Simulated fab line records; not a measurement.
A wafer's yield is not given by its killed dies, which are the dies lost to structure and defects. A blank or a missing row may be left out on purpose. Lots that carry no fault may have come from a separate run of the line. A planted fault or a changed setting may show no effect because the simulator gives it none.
fab line records ; flow n5Finfet ; part 1 of 2: steps 1 to 21 of 29
record: lots: 5; wafers: 15; lastDay: 17
route steps=1938 shown BEOL_M15@1789
lots that met no fault: from a run of the same line without faults
startH: the number of hours between the record's first day and the start of the first shown wafer of the lot ; waitH: hours since the lot's step before ; " same as the row above ; L1.1+2: a row that stands for several wafers ; - value missing, or start not given ; * or withheld: withheld ; < > ~ a bound
route shown NAME@n: names a module that has steps shown in the file, with the first one's number in the route ; usual: the fault-free wafers' mean and standard deviation ; same: alike in all rows ; chamber/n: place in a boat ; sites: each site's reading ; _std_site: standard deviation across them ; _edge_site: the outer-site mean with the inner-site mean subtracted ; radiusMm: how far each site lies from the wafer's centre ; mask NAME#n: copy n ; behind: the last tool/chamber to shape the wafer ; hold: why the lot was held/for how many hours/how that ended ; device: which transistor (n, p or np) failed to switch ; end of line: tests run on the same wafers once the route is complete ; for a step that has no rows: nothing shown but its recipe ; killed: the dies lost at the first sort to structure and to defects; this is not the yield of the wafer ; map: per-die view of a wafer (x killed, . not killed, _ where there is no die)
set.NAME: the setting as run; set.NAME@STEP: as run at that earlier step ; model.NAME: the simulator's own value behind a step, which no gauge read
a table for each step, a row for each wafer; lots at some steps of the route
services: from which hour (startH, from the record's first day; less than 0 if before it) a tool's chamber was out of use, for how many hours, and why
== steps ==
step: N5_BEOL_M15_STRIP_63
recipe: chemistry: O2; powerW: 600; tempC: 60; pressureMtorr: 30; rfFrequencyHz: 6e+07; biasPowerW: 0; overashFraction: 0.3; o2FlowSccm: 225
usual: drypumpMotorCurrentA: 5.5/0.48; oesProductAu: 0.81/0.097; rfVppV: 3.6/0.74; showerheadPlenumPTorr: 2.11/0.068; throttleValvePct: 16.63/0.21
same: overashFraction: 0.3
lot.wafer;tool;chamber;startH;waitH;drypumpMotorCurrentA;oesProductAu;rfHoursCounterH;rfVppV;showerheadPlenumPTorr;throttleValvePct
L075.3;rieDiel-03;0;-;-;5.6;0.79;127;3.9;2.11;16.67
L075.5;rieDiel-03;2;-;-;4.8;0.91;-;3.9;2.14;16.53
L075.6;rieDiel-03;1;-;-;5.5;0.79;-;4.9;2.10;16.54
L080.1;rieDiel-02;1;-;-;5.4;0.83;59;4.2;2.14;16.47
L080.3;rieDiel-02;2;-;-;5.2;0.74;187;3.3;2.09;16.90
L080.4;rieDiel-02;3;-;-;5.8;0.71;199;3.1;2.17;16.78
L088.2;rieDiel-03;3;-;-;5.3;0.66;244;3.4;2.06;16.74
L088.5;rieDiel-03;2;-;-;4.8;0.85;-;3.0;2.13;16.61
L088.6;rieDiel-03;1;-;-;5.4;0.76;-;2.9;2.09;16.59
L093.3;rieDiel-03;2;-;-;4.8;0.85;69;2.8;2.13;16.63
L093.5;rieDiel-03;1;-;-;5.4;0.75;-;3.5;2.08;16.63
L093.6;rieDiel-03;2;-;-;4.9;0.84;-;4.0;2.13;16.67
L096.1;rieDiel-03;0;-;-;5.5;0.74;162;3.6;2.10;16.73
L096.3;rieDiel-03;1;-;-;5.4;0.74;174;3.9;2.08;16.61
L096.5;rieDiel-03;0;-;-;5.5;0.75;-;4.5;2.10;16.70
step: N5_BEOL_M15_STRIP_64
recipe: chemistry: O2; powerW: 600; tempC: 60; pressureMtorr: 30; rfFrequencyHz: 6e+07; biasPowerW: 0; overashFraction: 0.3; o2FlowSccm: 225
usual: drypumpMotorCurrentA: 5.5/0.49; oesProductAu: 0.81/0.097; rfVppV: 3.6/0.48; showerheadPlenumPTorr: 2.11/0.068; throttleValvePct: 16.63/0.2
same: overashFraction: 0.3
lot.wafer;tool;chamber;startH;waitH;drypumpMotorCurrentA;oesProductAu;rfHoursCounterH;rfVppV;showerheadPlenumPTorr;throttleValvePct
L075.3;rieDiel-03;0;-;-;5.5;0.78;127;3.7;2.11;16.66
L075.5;rieDiel-03;2;-;-;4.8;0.92;-;4.5;2.14;16.53
L075.6;rieDiel-03;1;-;-;5.4;0.79;-;3.1;2.10;16.56
L080.1;rieDiel-02;1;-;-;5.4;0.84;59;4.4;2.14;16.48
L080.3;rieDiel-02;2;-;-;5.1;0.75;187;3.9;2.09;16.87
L080.4;rieDiel-02;3;-;-;5.8;0.71;199;3.7;2.17;16.78
L088.2;rieDiel-03;3;-;-;5.4;0.67;244;2.7;2.06;16.74
L088.5;rieDiel-03;2;-;-;4.8;0.86;-;3.8;2.13;16.60
L088.6;rieDiel-03;1;-;-;5.4;0.77;-;2.7;2.09;16.59
L093.3;rieDiel-03;2;-;-;4.8;0.84;69;2.7;2.13;16.64
L093.5;rieDiel-03;1;-;-;5.4;0.75;-;3.4;2.09;16.62
L093.6;rieDiel-03;2;-;-;4.8;0.84;-;3.6;2.13;16.63
L096.1;rieDiel-03;0;-;-;5.5;0.75;162;4.1;2.10;16.71
L096.3;rieDiel-03;1;-;-;5.4;0.74;174;3.3;2.08;16.64
L096.5;rieDiel-03;0;-;-;5.5;0.75;-;3.2;2.10;16.72
step: N5_BEOL_M15_STRIP_65
recipe: chemistry: postEtchResidueRemover; timeS: 60; tempC: 25; removerPh: withheld; removerWaterWtPct: withheld; removerFluorideWtPct: withheld
lot.wafer;tool;chamber;startH;waitH
L075.3+5+6;wetBench-06;7,1,0;269.80;-
L080.1+3+4;wetBench-02;5,6,4;289.65;-
L088.2+5+6;wetBench-06;4,0,1;325.29;-
L093.3+5+6;wetBench-06;4,5,2;372.58;-
L096.1+3+5;wetBench-04;6,0,7;379.97;-
step: N5_BEOL_M15_SRD_66
recipe: timeS: 30; tempC: 23; rinseLiquid: diw; dry: n2Spin; spinRpm: 1500; dryTimeS: 30
lot.wafer;tool;chamber;startH;waitH
L075.3+5+6;wetBench-06;7,1,0;269.82;0.0
L080.1+3+4;wetBench-02;5,6,4;289.67;0.0
L088.2+5+6;wetBench-06;4,0,1;325.31;0.0
L093.3+5+6;wetBench-06;4,5,2;372.60;0.0
L096.1+3+5;wetBench-04;6,0,7;379.99;0.0
step: N5_BEOL_M15_CD_MEAS_17
recipe: targetCdNm: 360; polarity: opening
usual: cdNm: 361.7/1.5
lot.wafer;tool;chamber;startH;waitH;cdNm
L075.3;cdSem-02;-;269.86;0.0;363.0
L075.5;cdSem-02;-;269.86;0.0;363.7
L075.6;cdSem-02;-;269.86;0.0;363.5
L080.1;cdSem-02;-;289.71;0.0;361.7
L080.3;cdSem-02;-;289.71;0.0;362.9
L080.4;cdSem-02;-;289.71;0.0;360.7
L088.2;cdSem-03;-;325.35;0.0;361.1
L088.5;cdSem-03;-;325.35;0.0;359.2
L088.6;cdSem-03;-;325.35;0.0;360.8
L093.3;cdSem-02;-;372.65;0.0;363.3
L093.5;cdSem-02;-;372.65;0.0;361.5
L093.6;cdSem-02;-;372.65;0.0;363.1
L096.1;cdSem-02;-;380.03;0.0;361.3
L096.3;cdSem-02;-;380.03;0.0;361.0
L096.5;cdSem-02;-;380.03;0.0;359.3
step: N5_BEOL_M15_COAT_56
recipe: resist: SOC; tempC: 250; timeS: 60; spinRpm: 1500; resistThkNm: 550
usual: plateTempC: 250.01/0.18
lot.wafer;tool;chamber;startH;waitH;plateTempC
L075.3;lithoTrack-02;0;269.90;0.0;249.84
L075.5;lithoTrack-02;0;269.90;0.0;249.77
L075.6;lithoTrack-02;0;269.90;0.0;249.85
L080.1;lithoTrack-02;0;289.75;0.0;249.91
L080.3;lithoTrack-02;0;289.75;0.0;249.66
L080.4;lithoTrack-02;0;289.75;0.0;249.82
L088.2;lithoTrack-05;0;325.39;0.0;249.93
L088.5;lithoTrack-05;0;325.39;0.0;250.16
L088.6;lithoTrack-05;0;325.39;0.0;249.90
L093.3;lithoTrack-05;0;372.69;0.0;250.14
L093.5;lithoTrack-05;0;372.69;0.0;250.11
L093.6;lithoTrack-05;0;372.69;0.0;250.06
L096.1;lithoTrack-02;0;380.07;0.0;250.03
L096.3;lithoTrack-02;0;380.07;0.0;249.66
L096.5;lithoTrack-02;0;380.07;0.0;249.84
step: N5_BEOL_M15_ETCH_57
recipe: chemistry: N2/H2; target: SOC; sourceW: 3000; biasW: 350; timeS: 750; ionEnergyEv: 200; pressureMtorr: 30; n2FlowSccm: 200; h2FlowSccm: 200
usual: drypumpMotorCurrentA: 5.6/0.48; oesProductAu: 0.80/0.1; rfVppV: 523.9/2.2; showerheadPlenumPTorr: 2.54/0.079; throttleValvePct: 17.73/0.22
lot.wafer;tool;chamber;startH;waitH;drypumpMotorCurrentA;oesProductAu;rfHoursCounterH;rfVppV;showerheadPlenumPTorr;throttleValvePct
L075.3;rieDiel-03;3;270.23;-;5.4;0.68;226;523.4;2.51;17.80
L075.5;rieDiel-03;2;270.23;-;4.8;0.90;-;525.7;2.59;17.67
L075.6;rieDiel-03;1;270.23;-;5.5;0.77;-;523.6;2.54;17.58
L080.1;rieDiel-03;3;289.81;-;5.4;0.67;234;522.6;2.50;17.80
L080.3;rieDiel-03;1;289.81;-;5.4;0.77;143;522.4;2.54;17.60
L080.4;rieDiel-03;2;289.81;-;4.8;0.89;40;523.9;2.59;17.66
L088.2;rieDiel-05;3;325.45;-;5.5;0.70;219;522.0;2.42;18.00
L088.5;rieDiel-05;0;325.45;-;6.4;0.92;-;521.2;2.49;17.75
L088.6;rieDiel-05;2;325.45;-;6.4;0.94;-;528.0;2.71;17.70
L093.3;rieDiel-02;3;372.77;-;5.8;0.71;222;525.4;2.61;17.73
L093.5;rieDiel-02;2;372.77;-;5.2;0.73;-;523.5;2.52;18.04
L093.6;rieDiel-02;1;372.77;-;5.4;0.82;-;523.1;2.57;17.57
L096.1;rieDiel-03;2;380.13;-;4.8;0.84;71;524.6;2.58;17.72
L096.3;rieDiel-03;1;380.13;-;5.5;0.74;174;523.7;2.53;17.64
L096.5;rieDiel-03;2;380.13;-;4.8;0.83;-;524.1;2.58;17.70
step: N5_BEOL_M15_COAT_60
recipe: resist: BARC; tempC: 205; timeS: 60; spinRpm: 1500; resistThkNm: 89
usual: plateTempC: 204.99/0.16
lot.wafer;tool;chamber;startH;waitH;plateTempC
L075.3;lithoTrack-03;0;270.74;0.3;204.99
L075.5;lithoTrack-03;0;270.74;0.3;205.09
L075.6;lithoTrack-03;0;270.74;0.3;204.88
L080.1;lithoTrack-03;0;290.31;0.3;204.86
L080.3;lithoTrack-03;0;290.31;0.3;205.00
L080.4;lithoTrack-03;0;290.31;0.3;204.94
L088.2;lithoTrack-05;0;325.96;0.3;204.97
L088.5;lithoTrack-05;0;325.96;0.3;204.95
L088.6;lithoTrack-05;0;325.96;0.3;204.89
L093.3;lithoTrack-05;0;373.27;0.3;205.01
L093.5;lithoTrack-05;0;373.27;0.3;205.03
L093.6;lithoTrack-05;0;373.27;0.3;204.98
L096.1;lithoTrack-05;0;380.63;0.3;204.88
L096.3;lithoTrack-05;0;380.63;0.3;205.15
L096.5;lithoTrack-05;0;380.63;0.3;205.02
step: N5_BEOL_M15_COAT_22
recipe: spinRpm: 1704; resistThkNm: 800
lot.wafer;tool;chamber;startH;waitH
L075.3+5+6;lithoTrack-03;0;-;-
L080.1+3+4;lithoTrack-03;0;-;-
L088.2+5+6;lithoTrack-05;0;-;-
L093.3+5+6;lithoTrack-05;0;-;-
L096.1+3+5;lithoTrack-05;0;-;-
step: N5_BEOL_M15_EBR_24
recipe: solvent: PGMEA; ebrWidthMm: 1.5
lot.wafer;tool;chamber;startH;waitH
L075.3+5+6;lithoTrack-03;0;-;-
L080.1+3+4;lithoTrack-03;0;-;-
L088.2+5+6;lithoTrack-05;0;-;-
L093.3+5+6;lithoTrack-05;0;-;-
L096.1+3+5;lithoTrack-05;0;-;-
step: N5_BEOL_M15_SOFTBAKE_23
recipe: tempC: 130; timeS: 60
usual: plateTempC: 129.97/0.14
lot.wafer;tool;chamber;startH;waitH;plateTempC
L075.3;lithoTrack-03;0;-;-;129.79
L075.5;lithoTrack-03;0;-;-;129.85
L075.6;lithoTrack-03;0;-;-;129.87
L080.1;lithoTrack-03;0;-;-;129.99
L080.3;lithoTrack-03;0;-;-;129.95
L080.4;lithoTrack-03;0;-;-;129.93
L088.2;lithoTrack-05;0;-;-;129.80
L088.5;lithoTrack-05;0;-;-;129.64
L088.6;lithoTrack-05;0;-;-;129.88
L093.3;lithoTrack-05;0;-;-;129.71
L093.5;lithoTrack-05;0;-;-;129.72
L093.6;lithoTrack-05;0;-;-;129.77
L096.1;lithoTrack-05;0;-;-;130.14
L096.3;lithoTrack-05;0;-;-;129.94
L096.5;lithoTrack-05;0;-;-;130.12
step: N5_BEOL_M15_EXPOSE_25
recipe: maskId: M15; na: 0.8; sourceShape: annular; sigmaInner: 0.5; sigmaOuter: 0.8; polarization: unpolarized; targetCdNm: 400; doseMj: 35.5
lot.wafer;tool;chamber;startH;waitH;mask
L075.3+5+6;krfScanner-01;0;270.97;-;M15#0
L080.1+3+4;krfScanner-02;0;290.41;-;M15#0
L088.2+5+6;krfScanner-01;0;326.19;-;M15#0
L093.3+5+6;krfScanner-01;0;374.24;-;M15#0
L096.1+3+5;krfScanner-01;0;380.73;-;M15#0
step: N5_BEOL_M15_PEB_26
recipe: pebTempC: 130; pebTimeS: 90
usual: plateTempC: 130.01/0.13
lot.wafer;tool;chamber;startH;waitH;plateTempC
L075.3;lithoTrack-05;0;271.02;0.0;130.14
L075.5;lithoTrack-05;0;271.02;0.0;129.94
L075.6;lithoTrack-05;0;271.02;0.0;129.95
L080.1;lithoTrack-05;0;290.47;0.1;130.24
L080.3;lithoTrack-05;0;290.47;0.1;130.12
L080.4;lithoTrack-05;0;290.47;0.1;130.14
L088.2;lithoTrack-03;0;326.24;0.0;129.90
L088.5;lithoTrack-03;0;326.24;0.0;129.80
L088.6;lithoTrack-03;0;326.24;0.0;129.88
L093.3;lithoTrack-05;0;374.29;0.0;130.08
L093.5;lithoTrack-05;0;374.29;0.0;129.95
L093.6;lithoTrack-05;0;374.29;0.0;129.94
L096.1;lithoTrack-02;0;380.79;0.1;130.14
L096.3;lithoTrack-02;0;380.79;0.1;130.30
L096.5;lithoTrack-02;0;380.79;0.1;130.04
step: N5_BEOL_M15_DEVELOP_27
recipe: developTimeS: 45; rinseLiquid: diw; dry: airSpin; devTempC: 21
usual: developerTempC: 20.99/0.099
lot.wafer;tool;chamber;startH;waitH;developerTempC
L075.3;lithoTrack-05;0;-;-;21.04
L075.5;lithoTrack-05;0;-;-;21.02
L075.6;lithoTrack-05;0;-;-;21.07
L080.1;lithoTrack-05;0;-;-;21.05
L080.3;lithoTrack-05;0;-;-;21.15
L080.4;lithoTrack-05;0;-;-;20.91
L088.2;lithoTrack-03;0;-;-;21.00
L088.5;lithoTrack-03;0;-;-;21.00
L088.6;lithoTrack-03;0;-;-;21.10
L093.3;lithoTrack-05;0;-;-;20.86
L093.5;lithoTrack-05;0;-;-;20.93
L093.6;lithoTrack-05;0;-;-;21.03
L096.1;lithoTrack-02;0;-;-;21.03
L096.3;lithoTrack-02;0;-;-;20.82
L096.5;lithoTrack-02;0;-;-;21.08
step: N5_BEOL_M15_HARDBAKE_32
recipe: tempC: 130; timeS: 120
usual: plateTempC: 130.00/0.14
lot.wafer;tool;chamber;startH;waitH;plateTempC
L075.3;lithoTrack-05;0;-;-;129.94
L075.5;lithoTrack-05;0;-;-;130.06
L075.6;lithoTrack-05;0;-;-;129.87
L080.1;lithoTrack-05;0;-;-;129.93
L080.3;lithoTrack-05;0;-;-;130.05
L080.4;lithoTrack-05;0;-;-;129.95
L088.2;lithoTrack-03;0;-;-;130.09
L088.5;lithoTrack-03;0;-;-;129.94
L088.6;lithoTrack-03;0;-;-;130.37
L093.3;lithoTrack-05;0;-;-;129.90
L093.5;lithoTrack-05;0;-;-;130.00
L093.6;lithoTrack-05;0;-;-;129.92
L096.1;lithoTrack-02;0;-;-;130.29
L096.3;lithoTrack-02;0;-;-;130.13
L096.5;lithoTrack-02;0;-;-;130.01
step: N5_BEOL_M15_CD_MEAS_28
recipe: targetCdNm: 407.6; landingEnergyEv: 500; detector: seInlens
usual: cdNm: 408.1/1.6
lot.wafer;tool;chamber;startH;waitH;cdNm
L075.3;cdSem-02;0;271.14;-;410.0
L075.5;cdSem-02;0;271.14;-;410.2
L075.6;cdSem-02;0;271.14;-;411.2
L080.1;cdSem-02;0;290.59;-;407.8
L080.3;cdSem-02;0;290.59;-;409.1
L080.4;cdSem-02;0;290.59;-;408.1
L088.2;cdSem-01;0;326.36;-;410.2
L088.5;cdSem-01;0;326.36;-;410.3
L088.6;cdSem-01;0;326.36;-;409.7
L093.3;cdSem-02;0;374.40;-;407.8
L093.5;cdSem-02;0;374.40;-;409.4
L093.6;cdSem-02;0;374.40;-;407.3
L096.1;cdSem-03;0;380.90;-;409.4
L096.3;cdSem-03;0;380.90;-;408.5
L096.5;cdSem-03;0;380.90;-;407.7
step: N5_BEOL_M15_OVL_MEAS_29
recipe: pointsPerWafer: 44
usual: M15_OVL: -1/5.7
lot.wafer;tool;chamber;startH;waitH;M15_OVL[nm]
L075.3;overlay-01;0;271.17;0.0;5
L075.5;overlay-01;0;271.17;0.0;8
L075.6;overlay-01;0;271.17;0.0;7
L080.1;overlay-02;0;290.62;0.0;4
L080.3;overlay-02;0;290.62;0.0;3
L080.4;overlay-02;0;290.62;0.0;10
L088.2;overlay-01;0;326.39;0.0;1
L088.5;overlay-01;0;326.39;0.0;-11
L088.6;overlay-01;0;326.39;0.0;-8
L093.3;overlay-01;0;374.43;0.0;-3
L093.5;overlay-01;0;374.43;0.0;-10
L093.6;overlay-01;0;374.43;0.0;-5
L096.1;overlay-01;0;380.93;0.0;-5
L096.3;overlay-01;0;380.93;0.0;-18
L096.5;overlay-01;0;380.93;0.0;-13
step: N5_BEOL_M15_INSPECT_30
recipe: mode: adi; inspectInstrument: macro
usual: rawDefectCount: 2.1/1.3
lot.wafer;tool;chamber;startH;waitH;rawDefectCount
L075.3;defectInspect-01;-;271.19;0.0;2
L075.5;defectInspect-01;-;271.19;0.0;2
L075.6;defectInspect-01;-;271.19;0.0;2
L080.1;defectInspect-02;-;290.64;0.0;2
L080.3;defectInspect-02;-;290.64;0.0;3
L080.4;defectInspect-02;-;290.64;0.0;3
L088.2;defectInspect-01;-;326.41;0.0;0
L088.5;defectInspect-01;-;326.41;0.0;1
L088.6;defectInspect-01;-;326.41;0.0;2
L093.3;defectInspect-02;-;374.46;0.0;1
L093.5;defectInspect-02;-;374.46;0.0;2
L093.6;defectInspect-02;-;374.46;0.0;3
L096.1;defectInspect-01;-;380.96;0.0;3
L096.3;defectInspect-01;-;380.96;0.0;3
L096.5;defectInspect-01;-;380.96;0.0;1
step: N5_BEOL_M15_DESCUM_33
recipe: chemistry: O2; timeS: 7.9; sourcePowerW: 50; biasPowerW: 20; pressureMtorr: 20; rfFrequencyHz: 2.712e+07; tempC: 40; o2FlowSccm: 225
usual: drypumpMotorCurrentA: 5.6/0.48; oesProductAu: 0.80/0.098; rfVppV: 243.2/1.3; showerheadPlenumPTorr: 2.10/0.069; throttleValvePct: 20.42/0.18
lot.wafer;tool;chamber;startH;waitH;drypumpMotorCurrentA;oesProductAu;rfHoursCounterH;rfVppV;showerheadPlenumPTorr;throttleValvePct
L075.3;rieDiel-05;3;272.06;0.9;5.5;0.72;-;241.4;1.99;20.61
L075.5;rieDiel-05;0;272.06;0.9;6.5;0.98;-;242.7;2.06;20.44
L075.6;rieDiel-05;3;272.06;0.9;5.5;0.73;-;241.3;1.99;20.61
L080.1;rieDiel-03;2;290.91;0.3;4.8;0.89;40;244.8;2.13;20.34
L080.3;rieDiel-03;3;290.91;0.3;5.4;0.68;234;242.4;2.05;20.44
L080.4;rieDiel-03;0;290.91;0.3;5.6;0.77;136;242.3;2.11;20.46
L088.2;rieDiel-05;2;326.45;0.0;6.3;0.94;10;245.9;2.24;20.46
L088.5;rieDiel-05;0;326.45;0.0;6.4;0.93;-;241.7;2.05;20.48
L088.6;rieDiel-05;2;326.45;0.0;6.3;0.94;-;245.3;2.24;20.45
L093.3;rieDiel-02;2;374.49;0.0;5.2;0.73;213;244.0;2.08;20.67
L093.5;rieDiel-02;0;374.49;0.0;5.9;0.85;-;244.9;2.20;19.96
L093.6;rieDiel-02;1;374.49;0.0;5.4;0.81;-;242.4;2.13;20.31
L096.1;rieDiel-03;3;381.46;0.5;5.3;0.95;7;242.5;2.05;20.11
L096.3;rieDiel-03;1;381.46;0.5;5.4;0.74;175;243.1;2.08;20.32
L096.5;rieDiel-03;2;381.46;0.5;4.8;0.84;-;242.6;2.12;20.41
step: N5_BEOL_M15_ETCH_61
recipe: chemistry: N2/H2; target: BARC; targetDepthA: 890; overetchA: 267; timeS: 67.9; ionEnergyEv: 200; pressureMtorr: 30; sourceW: 840; biasW: 150; n2FlowSccm: 200; h2FlowSccm: 200
usual: drypumpMotorCurrentA: 5.6/0.48; oesProductAu: 0.68/0.078; rfVppV: 524.0/2.5; showerheadPlenumPTorr: 2.55/0.08; throttleValvePct: 17.84/0.19
lot.wafer;tool;chamber;startH;waitH;drypumpMotorCurrentA;oesProductAu;rfHoursCounterH;rfVppV;showerheadPlenumPTorr;throttleValvePct
L075.3;rieDiel-05;3;272.12;0.0;5.5;0.62;-;521.5;2.42;18.07
L075.5;rieDiel-05;0;272.12;0.0;6.5;0.82;-;522.7;2.50;17.83
L075.6;rieDiel-05;3;272.12;0.0;5.5;0.61;-;522.2;2.42;18.07
L080.1;rieDiel-03;2;290.95;0.0;4.9;0.76;40;524.5;2.59;17.78
L080.3;rieDiel-03;3;290.95;0.0;5.4;0.59;234;522.2;2.50;17.92
L080.4;rieDiel-03;0;290.95;0.0;5.5;0.66;136;523.6;2.55;17.90
L088.2;rieDiel-05;2;326.48;0.0;6.4;0.79;10;528.4;2.71;17.83
L088.5;rieDiel-05;0;326.48;0.0;6.5;0.78;-;522.7;2.49;17.88
L088.6;rieDiel-05;2;326.48;0.0;6.3;0.79;-;528.3;2.71;17.82
L093.3;rieDiel-02;2;374.52;0.0;5.2;0.62;213;523.7;2.52;18.14
L093.5;rieDiel-02;0;374.52;0.0;5.9;0.72;-;527.8;2.67;17.28
L093.6;rieDiel-02;1;374.52;0.0;5.4;0.69;-;526.1;2.57;17.67
L096.1;rieDiel-03;3;381.49;0.0;5.4;0.82;7;523.2;2.49;17.53
L096.3;rieDiel-03;1;381.49;0.0;5.4;0.64;175;523.3;2.53;17.76
L096.5;rieDiel-03;2;381.49;0.0;4.8;0.72;-;524.7;2.58;17.82
step: N5_BEOL_M15_TRENCH_ETCH_34
recipe: chemistry: C4F8/O2/Ar; target: SiO2; targetDepthA: 8729.3; heInnerTorr: 15; heOuterTorr: 30; timeS: 199; ionEnergyEv: 800; pressureMtorr: 20; sourceW: 1905; biasW: 2040; Ar_flow_sccm: 400; C4F8_flow_sccm: 16; O2_flow_sccm: 12
usual: drypumpMotorCurrentA: 5.6/0.48; oesProductAu: 0.80/0.098; rfVppV: 2213/33; showerheadPlenumPTorr: 3.45/0.099; throttleValvePct: 30.89/0.19
lot.wafer;tool;chamber;startH;waitH;drypumpMotorCurrentA;oesProductAu;rfHoursCounterH;rfVppV;showerheadPlenumPTorr;throttleValvePct
L075.3;rieDiel-05;3;272.25;0.1;5.5;0.73;-;2175;3.29;31.13
L075.5;rieDiel-05;0;272.25;0.1;6.5;0.98;-;2227;3.39;31.05
L075.6;rieDiel-05;3;272.25;0.1;5.5;0.72;-;2172;3.29;31.13
L080.1;rieDiel-03;2;291.00;0.0;4.9;0.87;40;2193;3.51;30.92
L080.3;rieDiel-03;3;291.00;0.0;5.3;0.67;234;2215;3.41;31.01
L080.4;rieDiel-03;0;291.00;0.0;5.5;0.77;136;2189;3.43;30.72
L088.2;rieDiel-05;2;326.53;0.0;6.4;0.94;10;2286;3.64;30.88
L088.5;rieDiel-05;0;326.53;0.0;6.5;0.93;-;2227;3.38;31.09
L088.6;rieDiel-05;2;326.53;0.0;6.4;0.94;-;2288;3.64;30.88
L093.3;rieDiel-02;2;374.58;0.0;5.2;0.72;213;2171;3.39;30.98
L093.5;rieDiel-02;0;374.58;0.0;5.9;0.84;-;2256;3.60;30.40
L093.6;rieDiel-02;1;374.58;0.0;5.4;0.81;-;2247;3.46;30.65
L096.1;rieDiel-03;3;381.54;0.0;5.3;0.97;7;2214;3.39;30.81
L096.3;rieDiel-03;1;381.54;0.0;5.5;0.74;175;2207;3.44;30.89
L096.5;rieDiel-03;2;381.54;0.0;4.8;0.84;-;2190;3.49;30.95
